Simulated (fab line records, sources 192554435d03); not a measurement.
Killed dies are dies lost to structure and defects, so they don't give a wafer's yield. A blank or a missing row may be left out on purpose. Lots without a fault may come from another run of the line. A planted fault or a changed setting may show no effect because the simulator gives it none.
fab line records | flow n5_finfet
record lots=5 wafers=15 last_day=16
route steps=1938 shown BEOL_M8@1394 BEOL_M9@1401
lots that met no fault: from a run of the same line without faults
start_h: hours from the record's first day to the start of the lot's first wafer shown | wait_h: hours since the lot's step before | " the same as in the row above | L1.1+2: a row that stands for several wafers | - no value, or no start given | * or withheld: withheld | < > ~ a bound
route shown NAME@n: a module of which the file shows steps, and the number in the route of the first | usual: mean/standard deviation of fault-free wafers | same: alike in all rows | chamber/n: place in a boat | sites: the reading at each site | _std_site: their standard deviation | _edge_site: outer sites' mean less inner sites' | radius_mm: how far each site lies from the wafer's centre | mask NAME#n: copy n | behind: the tool/chamber that last shaped the wafer | hold: why the lot was held/for how many hours/how that ended | device: the transistor (n, p or np) that didn't switch | end of line: the same wafers' tests at the end of the route | a step without rows: its recipe alone | killed: dies lost to structure and defects at the first sort, not the wafer's yield | map: a wafer's dies, x killed, . not, _ none there
set.NAME: the setting as run; set.NAME@STEP: as run at that earlier step | model.NAME: the simulator's own value behind a step, which no gauge read
lots at some steps of the route; a table a step, a row a wafer
services: from which hour (start_h, from the record's first day; less than 0 if before it) a tool's chamber was out of use, for how many hours, and why
## steps
# step N5_BEOL_M8_ANNEAL_51
# recipe temp_c=225 time_s=90 ambient=N2
# usual wafer_temp_C_max=225.76/0.18
# columns lot.wafer tool chamber start_h wait_h wafer_temp_C_max
L074.2 rtp_anneal-02 0 204.07 0.1 226.00
L074.5 " 0 " " 226.18
L074.6 " 0 " " 225.83
L079.1 rtp_anneal-01 0 256.59 0.1 225.71
L079.3 " 0 " " 225.62
L079.6 " 0 " " 225.71
L085.1 rtp_anneal-01 0 287.85 0.2 225.62
L085.3 " 0 " " 225.78
L085.5 " 0 " " 225.91
L086.1 rtp_anneal-01 0 288.39 0.1 225.79
L086.2 " 0 " " 225.83
L086.5 " 0 " " 225.41
L089.2 rtp_anneal-01 0 312.32 0.3 225.70
L089.4 " 0 " " 225.54
L089.5 " 0 " " 225.58
# step N5_BEOL_M8_CMP_52
# recipe stop_on=SiCOH_lowk t_overpolish_s=6.9 down_force_psi=1 platen_rpm=50 clearing_platen_down_force_psi=1.5 clearing_platen_rpm=50 post_cmp_clean=cu_alkaline target_thk_nm=80 clearing_platen_pad_velocity_m_s=0.99484 pad_velocity_m_s=0.99484
# usual barrier_field_endpoint_s=28.7/0.76 motor_current_A=5.8/0.6 overpolish_run_s=6.900/0.009 time_to_endpoint_s=60/3.2
# columns lot.wafer tool chamber start_h wait_h barrier_field_endpoint_s motor_current_A overpolish_run_s time_to_endpoint_s
L074.2 cmp-01 3 204.44 0.3 27.3 4.9 6.897 56
L074.5 " 0 " " 28.7 6.6 6.890 63
L074.6 " 1 " " 28.4 4.9 6.905 60
L079.3 cmp-01 0 256.89 0.2 29.3 6.1 6.898 62
L079.1 " 1 " " 28.0 4.8 6.900 57
L079.6 " 1 " " 28.6 4.9 6.901 55
L085.3 cmp-02 3 288.16 0.2 27.8 5.5 6.913 60
L085.1 " 0 " " 28.9 6.5 6.901 62
L085.5 " 0 " " 29.8 6.1 6.904 65
L086.1 cmp-02 1 288.69 0.3 29.5 6.6 6.899 64
L086.2 " 0 " " 30.4 5.8 6.900 66
L086.5 " 2 " " 29.8 5.1 6.896 60
L089.2 cmp-01 2 312.57 0.2 27.8 6.2 6.879 63
L089.4 " 3 " " 27.8 4.6 6.905 59
L089.5 " 2 " " 29.4 5.9 6.902 62
# step N5_BEOL_M8_THK_MEAS_53
# recipe thk_meas_gauge=xrf reads=Cu_of_BEOL_M8_ECD_50
# usual M8_THK=80.9/2.6
# columns lot.wafer tool chamber start_h wait_h M8_THK[nm]
L074.2 film_metro-02 - 204.62 - 82.3
L074.5 " - " " 80.6
L074.6 " - " " 81.8
L079.1 film_metro-01 - 257.18 - 79.0
L079.3 " - " " 82.2
L079.6 " - " " 80.5
L085.1 film_metro-01 - 288.46 - 82.5
L085.3 " - " " 78.9
L085.5 " - " " 81.8
L086.1 film_metro-02 - 288.98 - 80.9
L086.2 " - " " 80.4
L086.5 " - " " 78.4
L089.2 film_metro-02 - 312.86 - 78.2
L089.4 " - " " 76.3
L089.5 " - " " 77.5
# step N5_BEOL_M8_PRE_CLEAN_55
# recipe gas=NH3 time_s=15 temp_c=withheld rf_power_w=300
# columns lot.wafer tool chamber start_h wait_h
L074.2+5+6 pecvd-03 0,0,1 204.66 0.0
L079.1+3+6 pecvd-01 2,0,0 257.22 0.0
L085.1+3+5 pecvd-03 2,0,1 288.50 0.0
L086.1+2+5 pecvd-03 2,1,1 289.02 0.0
L089.2+4+5 pecvd-01 2,1,0 312.90 0.0
# step N5_BEOL_M8_DEP_56
# recipe material=SiCN target_thk_a=100 temp_c=withheld precursor=3MS/NH3 pressure_torr=3 rf_w=202 time_s=17.5
# usual chamber_pressure_Torr=2.999/0.0066 showerhead_plenum_p_Torr=3.665/0.013 throttle_valve_pct=8.9/0.41
# columns lot.wafer tool chamber start_h wait_h chamber_pressure_Torr showerhead_plenum_p_Torr throttle_valve_pct
L074.2 pecvd-03 0 204.70 0.0 2.991 3.674 8.6
L074.5 " 0 " " 3.001 3.674 8.9
L074.6 " 1 " " 2.996 3.651 9.4
L079.1 pecvd-01 2 257.25 0.0 3.004 3.689 8.9
L079.3 " 0 " " 2.999 3.662 8.8
L079.6 " 0 " " 2.996 3.674 8.9
L085.1 pecvd-03 2 288.52 0.0 2.998 3.664 8.3
L085.3 " 0 " " 2.993 3.677 8.7
L085.5 " 1 " " 2.993 3.646 9.4
L086.1 pecvd-03 2 289.04 0.0 3.000 3.648 8.1
L086.2 " 1 " " 2.996 3.662 9.5
L086.5 " 1 " " 2.994 3.651 9.6
L089.2 pecvd-01 2 312.92 0.0 3.000 3.680 8.5
L089.4 " 1 " " 2.991 3.648 8.7
L089.5 " 0 " " 2.988 3.655 8.9
# step N5_BEOL_M8_RS_MEAS_57
# recipe thk_meas_gauge=four-point-probe reads=Cu_of_BEOL_M8_ECD_50+Co_of_BEOL_M8_CVD_78+TaN_of_BEOL_M8_ALD_77
# usual M8_RS=0.287/0.011
# columns lot.wafer tool chamber start_h wait_h M8_RS[ohm/sq]
L074.2 film_metro-02 - 204.78 0.1 0.281
L074.5 " - " " 0.288
L074.6 " - " " 0.282
L079.1 film_metro-02 - 257.34 0.1 0.293
L079.3 " - " " 0.278
L079.6 " - " " 0.286
L085.1 film_metro-02 - 288.59 0.1 0.280
L085.3 " - " " 0.295
L085.5 " - " " 0.281
L086.1 film_metro-01 - 289.11 0.1 0.284
L086.2 " - " " 0.286
L086.5 " - " " 0.296
L089.2 film_metro-02 - 312.99 0.1 0.296
L089.4 " - " " 0.307
L089.5 " - " " 0.301
# step N5_BEOL_M8_INSPECT_58
# recipe inspect_instrument=darkfield mode=post_dep
# usual raw_defect_count=72/27
# columns lot.wafer tool chamber start_h wait_h raw_defect_count
L074.2 defect_inspect-02 - 204.81 0.0 54
L074.5 " - " " 66
L074.6 " - " " 84
L079.1 defect_inspect-01 - 257.37 0.0 64
L079.3 " - " " 93
L079.6 " - " " 90
L085.1 defect_inspect-01 - 288.62 0.0 76
L085.3 " - " " 69
L085.5 " - " " 56
L086.1 defect_inspect-01 - 289.14 0.0 57
L086.2 " - " " 78
L086.5 " - " " 85
L089.2 defect_inspect-01 - 313.02 0.0 39
L089.4 " - " " 35
L089.5 " - " " 44
# step N5_BEOL_M9_ILD_DEP_00
# recipe material=SiCOH_lowk target_thk_a=3085.1 temp_c=300 precursor=DEMS/porogen pressure_torr=5 rf_w=500 time_s=58
# usual chamber_pressure_Torr=5.001/0.011 heater_power_w=286/44 showerhead_plenum_p_Torr=5.738/0.012 throttle_valve_pct=14.0/0.87
# columns lot.wafer tool chamber start_h wait_h chamber_pressure_Torr heater_power_w showerhead_plenum_p_Torr throttle_valve_pct
L074.2 pecvd-02 2 204.85 0.0 5.000 309 5.744 12.8
L074.5 " 0 " " 5.008 230 5.727 14.2
L074.6 " 2 " " 4.993 326 5.747 13.0
L079.1 pecvd-02 2 257.40 0.0 5.010 312 5.744 13.0
L079.3 " 0 " " 4.987 210 5.733 14.5
L079.6 " 1 " " 5.000 311 5.725 15.0
L085.1 pecvd-04 0 288.65 0.0 5.003 341 5.747 13.6
L085.3 " 1 " " 4.987 356 5.744 15.0
L085.5 " 1 " " 4.996 358 5.738 15.4
L086.1 pecvd-04 2 289.17 0.0 5.031 278 5.767 13.9
L086.2 " 0 " " 4.998 354 5.753 13.4
L086.5 " 0 " " 4.998 345 5.753 13.3
L089.2 pecvd-02 2 313.06 0.0 5.029 328 5.744 13.1
L089.4 " 2 " " 5.003 333 5.740 13.1
L089.5 " 0 " " 5.016 234 5.744 14.1
# step N5_BEOL_M9_CURE_71
# recipe temp_c=385 time_s=240 ambient=He/Ar material=SiCOH_lowk
# usual lamp_power_pct=52.31/0.056 wafer_temp_C_max=386.8/0.68
# columns lot.wafer tool chamber start_h wait_h lamp_power_pct wafer_temp_C_max
L074.2 uv_cure-02 1 205.00 0.1 52.18 388.3
L074.5 " 1 " " 52.37 387.6
L074.6 " 1 " " 52.28 388.3
L079.1 uv_cure-03 0 257.48 0.0 52.24 386.6
L079.3 " 0 " " 52.26 386.7
L079.6 " 0 " " 52.33 386.4
L085.1 uv_cure-03 0 288.95 0.3 52.31 386.7
L085.3 " 0 " " 52.33 386.8
L085.5 " 0 " " 52.39 386.5
L086.1 uv_cure-01 0 289.25 0.0 52.22 386.8
L086.2 " 0 " " 52.22 386.4
L086.5 " 0 " " 52.28 387.3
L089.2 uv_cure-03 0 313.21 0.1 52.36 386.4
L089.4 " 0 " " 52.21 386.8
L089.5 " 0 " " 52.42 386.6
# step N5_BEOL_M9_THK_MEAS_01
# recipe reads=SiCOH_lowk_of_BEOL_M9_ILD_DEP_00
# usual M9_ILD_THK=267/4.1
# columns lot.wafer tool chamber start_h wait_h M9_ILD_THK[nm]
L074.2 film_metro-01 - 205.44 0.4 271
L074.5 " - " " 268
L074.6 " - " " 274
L079.1 film_metro-01 - 257.99 0.4 270
L079.3 " - " " 265
L079.6 " - " " 267
L085.1 film_metro-02 - 289.46 0.4 265
L085.3 " - " " 262
L085.5 " - " " 268
L086.1 film_metro-02 - 289.78 0.4 264
L086.2 " - " " 265
L086.5 " - " " 268
L089.2 film_metro-01 - 313.65 0.4 268
L089.4 " - " " 269
L089.5 " - " " 269
# step N5_BEOL_M9_PECVD_70
# recipe material=SiO2 target_thk_a=200 temp_c=400 precursor=TEOS/O2 pressure_torr=5.5 rf_w=450 teos_flow_sccm=53.8 gas=O2 flow_sccm=3000 time_s=22.7
# usual chamber_pressure_Torr=5.502/0.012 heater_power_w=670/87 showerhead_plenum_p_Torr=8.78/0.047 throttle_valve_pct=22.6/1.4
# columns lot.wafer tool chamber start_h wait_h chamber_pressure_Torr heater_power_w showerhead_plenum_p_Torr throttle_valve_pct
L074.2 pecvd-03 1 205.47 0.0 5.497 713 8.71 22.9
L074.5 " 1 " " 5.505 697 8.71 23.0
L074.6 " 0 " " 5.496 600 8.84 21.4
L079.1 pecvd-02 2 258.03 0.0 5.489 761 8.80 20.9
L079.3 " 0 " " 5.512 518 8.76 23.3
L079.6 " 2 " " 5.482 763 8.77 21.0
L085.1 pecvd-02 0 289.50 0.0 5.520 520 8.75 23.0
L085.3 " 1 " " 5.481 651 8.73 24.8
L085.5 " 1 " " 5.492 671 8.74 24.6
L086.1 pecvd-03 1 289.82 0.0 5.499 756 8.72 23.1
L086.2 " 0 " " 5.536 493 8.82 21.3
L086.5 " 0 " " 5.505 514 8.84 21.6
L089.2 pecvd-02 0 313.68 0.0 5.499 553 8.75 23.3
L089.4 " 2 " " 5.527 666 8.74 21.0
L089.5 " 0 " " 5.487 550 8.75 23.0
# step N5_BEOL_M9_HM_DEP_02
# recipe material=TiN target_thk_a=200 temp_c=25 chamber_pressure_pa=0.49996
# usual throttle_valve_pct=29.6/1.1
# columns lot.wafer tool chamber start_h wait_h throttle_valve_pct
L074.2 pvd_sputter-03 - 206.53 1.0 29.5
L074.5 " - " " 29.5
L074.6 " - " " 27.7
L079.1 pvd_sputter-01 - 258.94 0.9 29.7
L079.3 " - " " 29.1
L079.6 " - " " 29.2
L085.1 pvd_sputter-03 - 289.57 0.1 31.3
L085.3 " - " " 29.5
L085.5 " - " " 31.4
L086.1 pvd_sputter-03 - 289.87 0.0 29.4
L086.2 " - " " 31.2
L086.5 " - " " 27.7
L089.2 pvd_sputter-01 - 315.40 1.7 29.1
L089.4 " - " " 30.8
L089.5 " - " " 29.0
# step N5_BEOL_M9_COAT_59
# recipe resist=SOC temp_c=250 time_s=60 spin_rpm=1500 resist_thk_nm=100
# usual plate_temp_C=250.00/0.2
# columns lot.wafer tool chamber start_h wait_h plate_temp_C
L074.2 litho_track-01 0 206.66 0.1 250.32
L074.5 " 0 " " 249.88
L074.6 " 0 " " 250.04
L079.1 litho_track-02 0 259.07 0.1 249.91
L079.3 " 0 " " 249.93
L079.6 " 0 " " 249.87
L085.1 litho_track-02 0 289.70 0.1 250.05
L085.3 " 0 " " 250.02
L085.5 " 0 " " 249.89
L086.1 litho_track-05 0 290.00 0.1 249.85
L086.2 " 0 " " 249.64
L086.5 " 0 " " 249.68
L089.2 litho_track-05 0 315.53 0.1 249.80
L089.4 " 0 " " 250.07
L089.5 " 0 " " 249.72
# step N5_BEOL_M9_COAT_60
# recipe resist=SiARC temp_c=220 time_s=60 spin_rpm=1500 resist_thk_nm=30
# usual plate_temp_C=219.98/0.15
# columns lot.wafer tool chamber start_h wait_h plate_temp_C
L074.2 litho_track-01 0 - - 220.16
L074.5 " 0 " " 220.30
L074.6 " 0 " " 220.31
L079.1 litho_track-02 0 - - 220.20
L079.3 " 0 " " 220.32
L079.6 " 0 " " 220.06
L085.1 litho_track-02 0 - - 220.00
L085.3 " 0 " " 219.76
L085.5 " 0 " " 219.93
L086.1 litho_track-05 0 - - 219.83
L086.2 " 0 " " 220.00
L086.5 " 0 " " 220.17
L089.2 litho_track-05 0 - - 220.06
L089.4 " 0 " " 220.04
L089.5 " 0 " " 220.16
# step N5_BEOL_M9_COAT_05
# recipe resist=CAR-ArF spin_rpm=1500 resist_thk_nm=90
# columns lot.wafer tool chamber start_h wait_h
L074.2+5+6 litho_track-01 0 - -
L079.1+3+6 litho_track-02 0 - -
L085.1+3+5 litho_track-02 0 - -
L086.1+2+5 litho_track-05 0 - -
L089.2+4+5 litho_track-05 0 - -
# step N5_BEOL_M9_EBR_07
# recipe solvent=PGMEA ebr_width_mm=1.5
# columns lot.wafer tool chamber start_h wait_h
L074.2+5+6 litho_track-01 0 - -
L079.1+3+6 litho_track-02 0 - -
L085.1+3+5 litho_track-02 0 - -
L086.1+2+5 litho_track-05 0 - -
L089.2+4+5 litho_track-05 0 - -
# step N5_BEOL_M9_SOFTBAKE_06
# recipe temp_c=110 time_s=60 resist=CAR-ArF
# usual plate_temp_C=110.03/0.16
# columns lot.wafer tool chamber start_h wait_h plate_temp_C
L074.2 litho_track-01 0 - - 110.14
L074.5 " 0 " " 109.98
L074.6 " 0 " " 110.10
L079.1 litho_track-02 0 - - 110.09
L079.3 " 0 " " 110.05
L079.6 " 0 " " 110.00
L085.1 litho_track-02 0 - - 110.06
L085.3 " 0 " " 110.37
L085.5 " 0 " " 110.15
L086.1 litho_track-05 0 - - 109.79
L086.2 " 0 " " 110.12
L086.5 " 0 " " 110.07
L089.2 litho_track-05 0 - - 110.04
L089.4 " 0 " " 109.87
L089.5 " 0 " " 109.89
# step N5_BEOL_M9_EXPOSE_08
# recipe mask_id=M9 na=1.35 source_shape=dipole sigma_inner=0.411 sigma_outer=0.611 polarization=te dose_mj=53.75
# usual reticle_temp_C=22.98/0.11 stage_vel_mm_s=499.97/0.25
# same sigma_inner=0.411
# columns lot.wafer tool chamber start_h wait_h mask reticle_temp_C stage_vel_mm_s
L074.2 arfi_scanner-01 0 206.93 - M9#0 22.90 499.77
L074.5 " 0 " " M9#0 22.99 499.54
L074.6 " 0 " " M9#0 22.95 500.03
L079.1 arfi_scanner-03 0 259.31 - M9#0 23.14 500.08
L079.3 " 0 " " M9#0 23.04 499.92
L079.6 " 0 " " M9#0 23.08 500.04
L085.1 arfi_scanner-03 0 289.94 - M9#0 23.24 499.87
L085.3 " 0 " " M9#0 23.10 499.55
L085.5 " 0 " " M9#0 23.07 500.05
L086.1 arfi_scanner-01 0 290.24 - M9#0 23.09 500.06
L086.2 " 0 " " M9#0 23.12 500.04
L086.5 " 0 " " M9#0 23.14 499.91
L089.2 arfi_scanner-01 0 315.78 - M9#0 22.91 500.08
L089.4 " 0 " " M9#0 22.91 500.10
L089.5 " 0 " " M9#0 23.01 499.96
# step N5_BEOL_M9_PEB_09
# recipe peb_temp_c=withheld peb_time_s=60 resist=CAR-ArF
# columns lot.wafer tool chamber start_h wait_h
L074.2+5+6 litho_track-01 0 206.98 0.0
L079.1+3+6 litho_track-05 0 259.37 0.1
L085.1+3+5 litho_track-01 0 290.00 0.1
L086.1+2+5 litho_track-01 0 290.30 0.1
L089.2+4+5 litho_track-02 0 315.83 0.0
# step N5_BEOL_M9_DEVELOP_10
# recipe develop_time_s=30 developer=TMAH resist=CAR-ArF rinse_liquid=diw dry=air_spin dev_temp_c=23
# columns lot.wafer tool chamber start_h wait_h
L074.2+5+6 litho_track-01 0 - -
L079.1+3+6 litho_track-05 0 - -
L085.1+3+5 litho_track-01 0 - -
L086.1+2+5 litho_track-01 0 - -
L089.2+4+5 litho_track-02 0 - -
# step N5_BEOL_M9_CD_MEAS_11
# recipe target_cd_nm=64.1 landing_energy_ev=500 detector=se_inlens polarity=opening
# usual cd_nm=64.0/0.77
# columns lot.wafer tool chamber start_h wait_h cd_nm
L074.2 cd_sem-02 0 207.05 - 63.9
L074.5 " 0 " " 64.2
L074.6 " 0 " " 63.2
L079.1 cd_sem-01 0 259.44 - 62.7
L079.3 " 0 " " 62.9
L079.6 " 0 " " 64.1
L085.1 cd_sem-03 0 290.07 - 64.4
L085.3 " 0 " " 63.3
L085.5 " 0 " " 64.0
L086.1 cd_sem-01 0 290.37 - 64.1
L086.2 " 0 " " 62.6
L086.5 " 0 " " 63.0
L089.2 cd_sem-02 0 315.90 - 64.5
L089.4 " 0 " " 65.3
L089.5 " 0 " " 64.7
# step N5_BEOL_M9_OVL_MEAS_12
# recipe points_per_wafer=44
# usual M9_OVL=0.1/0.71
# columns lot.wafer tool chamber start_h wait_h M9_OVL[nm]
L074.2 overlay-02 0 207.08 0.0 0.4
L074.5 " 0 " " -0.4
L074.6 " 0 " " 0.5
L079.1 overlay-01 0 259.47 0.0 1.0
L079.3 " 0 " " 0.3
L079.6 " 0 " " 0.2
L085.1 overlay-01 0 290.10 0.0 -0.9
L085.3 " 0 " " 0.1
L085.5 " 0 " " -0.8
L086.1 overlay-02 0 290.40 0.0 -0.4
L086.2 " 0 " " 0.6
L086.5 " 0 " " 0.3
L089.2 overlay-02 0 315.93 0.0 0.6
L089.4 " 0 " " 0.4
L089.5 " 0 " " 0.1
# step N5_BEOL_M9_INSPECT_13
# recipe mode=adi inspect_instrument=brightfield
# usual raw_defect_count=392/97
# columns lot.wafer tool chamber start_h wait_h raw_defect_count
L074.2 defect_inspect-01 - 207.11 0.0 365
L074.5 " - " " 296
L074.6 " - " " 300
L079.1 defect_inspect-02 - 259.49 0.0 333
L079.3 " - " " 492
L079.6 " - " " 372
L085.1 defect_inspect-01 - 290.12 0.0 352
L085.3 " - " " 283
L085.5 " - " " 305
L086.1 defect_inspect-01 - 290.42 0.0 332
L086.2 " - " " 370
L086.5 " - " " 381
L089.2 defect_inspect-02 - 315.95 0.0 312
L089.4 " - " " 221
L089.5 " - " " 304
# step N5_BEOL_M9_DESCUM_16
# recipe chemistry=O2 time_s=7.9 source_power_w=50 bias_power_w=20 pressure_mtorr=20 rf_frequency_hz=2.712e+07 temp_c=40 resist=CAR-ArF o2_flow_sccm=225
# usual drypump_motor_current_A=5.8/0.52 oes_product_au=0.81/0.1 rf_vpp_V=243.6/1.3 showerhead_plenum_p_Torr=2.12/0.058 throttle_valve_pct=20.34/0.27
# columns lot.wafer tool chamber start_h wait_h drypump_motor_current_A oes_product_au rf_hours_counter_h rf_vpp_V showerhead_plenum_p_Torr throttle_valve_pct
L074.2 rie_diel-05 2 207.31 0.2 6.7 0.75 165 243.7 2.11 20.63
L074.5 " 2 " " 6.6 0.75 - 243.2 2.11 20.61
L074.6 " 3 " " 5.8 0.70 - 244.9 2.15 20.62
L079.1 rie_diel-03 2 259.52 0.0 6.0 0.94 29 244.3 2.12 20.29
L079.3 " 3 " " 4.8 0.71 200 244.6 2.17 20.55
L079.6 " 0 " " 5.9 0.91 - 240.7 2.02 20.32
L085.1 rie_diel-02 0 290.31 0.2 5.2 0.99 2 242.6 2.11 20.00
L085.3 " 0 " " 5.2 0.99 - 244.5 2.11 20.00
L085.5 " 0 " " 5.2 0.99 - 246.0 2.11 20.00
L086.1 rie_diel-03 2 290.63 0.2 6.0 0.90 37 243.6 2.11 20.31
L086.2 " 3 " " 4.8 0.71 208 244.7 2.17 20.55
L086.5 " 1 " " 5.3 0.71 - 242.0 2.08 20.97
L089.2 rie_diel-03 1 315.98 0.0 5.3 0.71 218 242.4 2.08 20.97
L089.4 " 0 " " 6.0 0.87 54 243.2 2.02 20.36
L089.5 " 2 " " 6.0 0.89 - 243.5 2.11 20.32
# step N5_BEOL_M9_ETCH_61
# recipe chemistry=CF4 target=SiARC target_depth_a=390 mask_material=CAR-ArF time_s=65 ion_energy_ev=80 pressure_mtorr=40 source_w=545 bias_w=36 Ar_flow_sccm=100 cf4_flow_sccm=100 ends=cleared
# usual drypump_motor_current_A=5.8/0.52 etch_rf_on_time_s=65.5/2 oes_product_au=0.69/0.086 rf_vpp_V=184.5/1.2 showerhead_plenum_p_Torr=2.18/0.056 throttle_valve_pct=15.53/0.25
# columns lot.wafer tool chamber start_h wait_h drypump_motor_current_A etch_rf_on_time_s oes_product_au rf_hours_counter_h rf_vpp_V showerhead_plenum_p_Torr throttle_valve_pct
L074.2 rie_diel-05 2 207.35 0.0 6.6 67.0 0.63 165 183.6 2.13 15.54
L074.5 " 2 " " 6.6 66.0 0.63 - 182.4 2.13 15.55
L074.6 " 3 " " 5.8 67.4 0.59 - 184.7 2.21 15.86
L079.1 rie_diel-03 2 259.56 0.0 6.0 65.5 0.79 29 185.8 2.19 15.59
L079.3 " 3 " " 4.8 66.7 0.60 200 185.2 2.22 15.71
L079.6 " 0 " " 5.9 64.1 0.77 - 183.5 2.09 15.64
L085.1 rie_diel-02 0 290.41 0.1 5.2 64.4 0.84 2 185.6 2.19 15.36
L085.3 " 0 " " 5.2 63.8 0.85 - 186.1 2.19 15.32
L085.5 " 0 " " 5.2 64.6 0.85 - 183.8 2.19 15.34
L086.1 rie_diel-03 2 290.67 0.0 6.0 66.5 0.77 37 183.8 2.19 15.60
L086.2 " 3 " " 4.8 66.2 0.60 208 184.8 2.21 15.75
L086.5 " 1 " " 5.3 61.5 0.61 - 184.1 2.13 16.08
L089.2 rie_diel-03 1 316.02 0.0 5.3 60.3 0.62 218 182.9 2.13 16.07
L089.4 " 0 " " 5.9 64.1 0.75 54 184.2 2.08 15.68
L089.5 " 2 " " 5.9 65.3 0.76 - 184.1 2.19 15.60
# step N5_BEOL_M9_ETCH_62
# recipe chemistry=N2/H2 target=SOC target_depth_a=1100 overetch_a=220 mask_material=SiARC temp_c=40 time_s=165 ion_energy_ev=200 pressure_mtorr=30 source_w=840 bias_w=150 n2_flow_sccm=200 h2_flow_sccm=200
# usual drypump_motor_current_A=5.9/0.52 h2_flow_sccm=200.0/0.62 oes_product_au=0.69/0.084 rf_vpp_V=525.0/2.2 showerhead_plenum_p_Torr=2.58/0.067 throttle_valve_pct=17.74/0.25
# columns lot.wafer tool chamber start_h wait_h drypump_motor_current_A h2_flow_sccm oes_product_au rf_hours_counter_h rf_vpp_V showerhead_plenum_p_Torr throttle_valve_pct
L074.2 rie_diel-05 2 207.40 0.0 6.6 200.3 0.64 165 523.3 2.53 17.81
L074.5 " 2 " " 6.6 199.7 0.63 - 522.2 2.53 17.82
L074.6 " 3 " " 5.9 200.2 0.60 - 528.3 2.64 18.13
L079.1 rie_diel-03 2 259.61 0.0 6.0 199.0 0.78 29 525.4 2.60 17.89
L079.3 " 3 " " 4.8 199.9 0.60 200 526.4 2.63 17.95
L079.6 " 0 " " 5.9 200.5 0.75 - 523.1 2.49 17.90
L085.1 rie_diel-02 0 290.56 0.1 5.2 199.1 0.83 2 525.4 2.59 17.43
L085.3 " 0 " " 5.2 199.7 0.82 - 526.2 2.59 17.41
L085.5 " 0 " " 5.2 198.6 0.83 - 525.9 2.59 17.41
L086.1 rie_diel-03 2 290.72 0.0 6.0 199.4 0.76 37 523.5 2.60 17.88
L086.2 " 3 " " 4.8 199.7 0.61 208 525.6 2.63 17.97
L086.5 " 1 " " 5.3 199.8 0.59 - 524.5 2.50 18.10
L089.2 rie_diel-03 1 316.07 0.0 5.3 200.3 0.59 218 522.6 2.49 18.09
L089.4 " 0 " " 5.9 200.3 0.74 54 521.2 2.49 17.92
L089.5 " 2 " " 6.0 200.0 0.76 - 524.3 2.59 17.91
# step N5_BEOL_M9_STRIP_68
# recipe chemistry=N2/H2 temp_c=40 n2_flow_sccm=200 h2_flow_sccm=200 rf_frequency_hz=6e+07
# columns lot.wafer tool chamber start_h wait_h
L074.2+5+6 rie_diel-05 2,2,3 207.54 0.1
L079.1+3+6 rie_diel-03 2,3,0 259.74 0.1
L086.1+2+5 rie_diel-03 2,3,1 290.85 0.1
L085.1+3+5 rie_diel-02 0 290.97 0.3
L089.2+4+5 rie_diel-03 1,0,2 316.20 0.1
# step N5_BEOL_M9_STRIP_67
# recipe chemistry=CF4 resist=SiARC power_w=300 bias_power_w=75 pressure_mtorr=50 cf4_flow_sccm=150 rf_frequency_hz=6e+07
# usual drypump_motor_current_A=5.8/0.52 oes_product_au=0.81/0.098 rf_vpp_V=271.8/1.3 showerhead_plenum_p_Torr=1.82/0.044 throttle_valve_pct=13.48/0.27
# columns lot.wafer tool chamber start_h wait_h drypump_motor_current_A oes_product_au rf_hours_counter_h rf_vpp_V showerhead_plenum_p_Torr throttle_valve_pct
L074.2 rie_diel-05 2 207.55 0.0 6.6 0.75 165 271.4 1.78 13.54
L074.5 " 2 " " 6.6 0.75 - 271.8 1.78 13.55
L074.6 " 3 " " 5.8 0.72 - 272.6 1.84 13.80
L079.1 rie_diel-03 2 259.75 0.0 6.0 0.92 29 271.1 1.82 13.45
L079.3 " 3 " " 4.8 0.72 200 272.5 1.83 13.60
L079.6 " 0 " " 5.9 0.90 - 270.5 1.74 13.56
L086.1 rie_diel-03 2 290.86 0.0 6.0 0.90 37 271.8 1.82 13.47
L086.2 " 3 " " 4.8 0.71 208 271.9 1.83 13.62
L086.5 " 1 " " 5.3 0.71 - 271.6 1.79 14.05
L085.1 rie_diel-02 0 291.00 0.0 5.2 0.97 2 272.3 1.84 13.29
L085.3 " 0 " " 5.2 0.97 - 271.9 1.84 13.29
L085.5 " 0 " " 5.2 0.97 - 272.8 1.84 13.28
L089.2 rie_diel-03 1 316.21 0.0 5.3 0.69 218 271.0 1.79 14.05
L089.4 " 0 " " 5.9 0.87 54 270.9 1.74 13.59
L089.5 " 2 " " 6.0 0.89 - 271.3 1.82 13.49
# step N5_BEOL_M9_HM_OPEN_17
# recipe chemistry=Cl2/BCl3 target_depth_a=200 overetch_a=60 target=TiN mask_material=SOC ion_energy_ev=150 pressure_mtorr=10 icp_w=1000 bias_w=126 Cl2_flow_sccm=53.25 bcl3_flow_sccm=21.75 Ar_flow_sccm=25
# usual drypump_motor_current_A=5.8/0.42 oes_product_au=0.67/0.086 throttle_valve_pct=22.0/0.3
# columns lot.wafer tool chamber start_h wait_h drypump_motor_current_A oes_product_au rf_hours_counter_h throttle_valve_pct
L074.2 rie_metal-01 0 207.59 0.0 5.8 0.64 54 21.6
L074.5 " 1 " " 5.4 0.85 - 21.9
L074.6 " 0 " " 5.8 0.64 - 21.6
L079.1 rie_metal-03 0 259.80 0.0 5.5 0.61 61 22.6
L079.3 " 1 " " 5.8 0.67 - 22.2
L079.6 " 0 " " 5.5 0.61 - 22.6
L086.1 rie_metal-01 0 290.90 0.0 5.8 0.62 62 21.7
L086.2 " 1 " " 5.4 0.78 9 21.9
L086.5 " 1 " " 5.4 0.78 - 21.9
L085.1 rie_metal-02 1 291.08 0.1 5.4 0.52 112 22.3
L085.3 " 1 " " 5.4 0.53 - 22.3
L085.5 " 1 " " 5.4 0.53 - 22.3
L089.2 rie_metal-01 0 316.26 0.0 5.8 0.62 64 21.6
L089.4 " 1 " " 5.4 0.77 - 21.9
L089.5 " 1 " " 5.4 0.77 - 21.9
## services
# columns tool chamber start_h hours kind
cmp-01 - 180.99 0.5 repair
pecvd-03 - 183.37 1.1 repair
pecvd-02 2 185.05 3.7 repair
arfi_scanner-01 - 189.57 0.8 pm
cmp-01 - 191.15 4.0 pm
cmp-02 - 201.76 0.5 repair
arfi_scanner-03 - 208.35 0.8 pm
pecvd-02 - 222.48 6.0 pm
pecvd-01 - 224.41 0.5 repair
uv_cure-03 - 224.65 0.2 repair
rie_metal-01 - 226.93 6.8 repair
arfi_scanner-01 - 227.68 1.6 repair
arfi_scanner-03 - 230.55 1.0 pm
arfi_scanner-03 - 236.85 17.3 pm
arfi_scanner-01 - 238.63 3.1 pm
pecvd-01 1 254.45 48.9 repair
arfi_scanner-01 - 256.46 1.3 pm
arfi_scanner-03 - 257.63 0.4 repair
pecvd-01 2 264.95 6.6 repair
cmp-01 - 283.72 1.5 repair
arfi_scanner-01 - 296.60 1.0 pm
rie_diel-03 1 298.81 7.3 repair
pecvd-03 - 299.39 28.1 pm
cmp-01 - 307.11 0.3 repair
## key
fault none
